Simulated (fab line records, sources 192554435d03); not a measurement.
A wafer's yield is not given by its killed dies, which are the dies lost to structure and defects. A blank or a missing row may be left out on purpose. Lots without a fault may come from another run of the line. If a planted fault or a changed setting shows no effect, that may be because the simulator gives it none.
Lot-split experiment -- flow n5Finfet -- 21 wafers read from 7 lots, route of 1938 steps

## SPLIT DETAILS
At N5_BEOL_M8_DESCUM_16 (chemistry O2, time 7.9 s), the setting timeS was moved away from the recipe's 7.9 s on 8 of the 21 wafers read, by -22.1% to +22.1%. All remaining wafers had this setting at the recipe value.

The reading is taken at the split's own step.

## THE READING
CAR-ArF_of_BEOL_M8_COAT_05.thkNm (the simulator's own value, which no gauge read), in nm, at N5_BEOL_M8_DESCUM_16 (chemistry O2, time 7.9 s). The file gives no usual value for it. Average 83.5 nm, standard deviation 0.23 nm, over the 13 wafers here run with the recipe.

wafer,"tool, chamber at the split","timeS as run, s",against the recipe,"CAR-ArF_of_BEOL_M8_COAT_05.thkNm, nm",against lot-mates on the recipe
L077.1,"rieDiel-06, 3",7.9,recipe,83.8,-
L077.2,"rieDiel-06, 0",7.9,recipe,83.4,-
L077.6,"rieDiel-06, 0",7.9,recipe,83.4,-
L081.1,"rieDiel-03, 2",9.647,+22.1%,82.4,-0.8
L081.3,"rieDiel-03, 0",7.9,recipe,83.2,-
L081.4,"rieDiel-03, 3",9.647,+22.1%,82.6,-0.6
L084.1,"rieDiel-01, 2",7.158,-9.4%,83.4,+0.2
L084.2,"rieDiel-01, 3",7.9,recipe,83,-
L084.5,"rieDiel-01, 2",7.9,recipe,83.4,-
L085.1,"rieDiel-03, 0,3",6.156,-22.1%,84.6,+1.0
L085.3,"rieDiel-03, 0,3",6.156,-22.1%,84.6,+1.0
L085.4,"rieDiel-03, 1",7.9,recipe,83.6,-
L088.2,"rieDiel-03, 1",7.9,recipe,83.4,-
L088.5,"rieDiel-03, 3",7.279,-7.9%,84,+0.5
L088.6,"rieDiel-03, 2",7.9,recipe,83.6,-
L096.1,"rieDiel-01, 3",7.9,recipe,83.8,-
L096.3,"rieDiel-01, 2,1",8.598,+8.8%,83.2,-0.6
L096.4,"rieDiel-01, 2,1",8.598,+8.8%,83.2,-0.6
L097.1,"rieDiel-03, 2",7.9,recipe,83.6,-
L097.3,"rieDiel-03, 3",7.9,recipe,83.8,-
L097.6,"rieDiel-03, 0",7.9,recipe,83.4,-
Where a row lists several chambers, the file gives one row for several wafers and doesn't say which wafer went through which chamber.

FIT RESULTS
A straight line over all 21 wafers: CAR-ArF_of_BEOL_M8_COAT_05.thkNm changes by -0.0448 nm for each +1% of timeS; r = -0.90; the points scatter about the line by 0.23 nm.
The same after taking each lot's own level away (the mean of its wafers on the recipe; 21 wafers): -0.0405 nm for each +1%; r = -0.93; scatter 0.18 nm.
That fit puts the effect of the largest move of timeS on the reading at 0.9 nm.
Across the lots, their own levels run from 83.20 to 83.80 nm, a range of 2.6 times the standard deviation given above.
Hence the slope depends on the lot-to-lot level, as the two fits are not the same.
Check: with one of the wafers moved furthest among these (+22.1%) left out of the fit, the line predicts -0.923 nm for it against its lot-mates. Against them it came out at -0.8 nm.

## THE OTHER SPLITS THESE WAFERS WENT THROUGH
Other splits were also applied to these wafers ahead of the reading. Each is held against what the fit with the lots' levels taken away leaves over:
other split on the same wafers,wafers away from the commonest value,r with CAR-ArF_of_BEOL_M8_COAT_05.thkNm (lot level and that fit taken away)
N5_BEOL_M8_ILD_DEP_00 timeS,5,+0.11

## FILE'S OWN FIT
CAR-ArF_of_BEOL_M8_COAT_05.thkNm changes by -0.0404 nm for each +1% of timeS, r = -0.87.
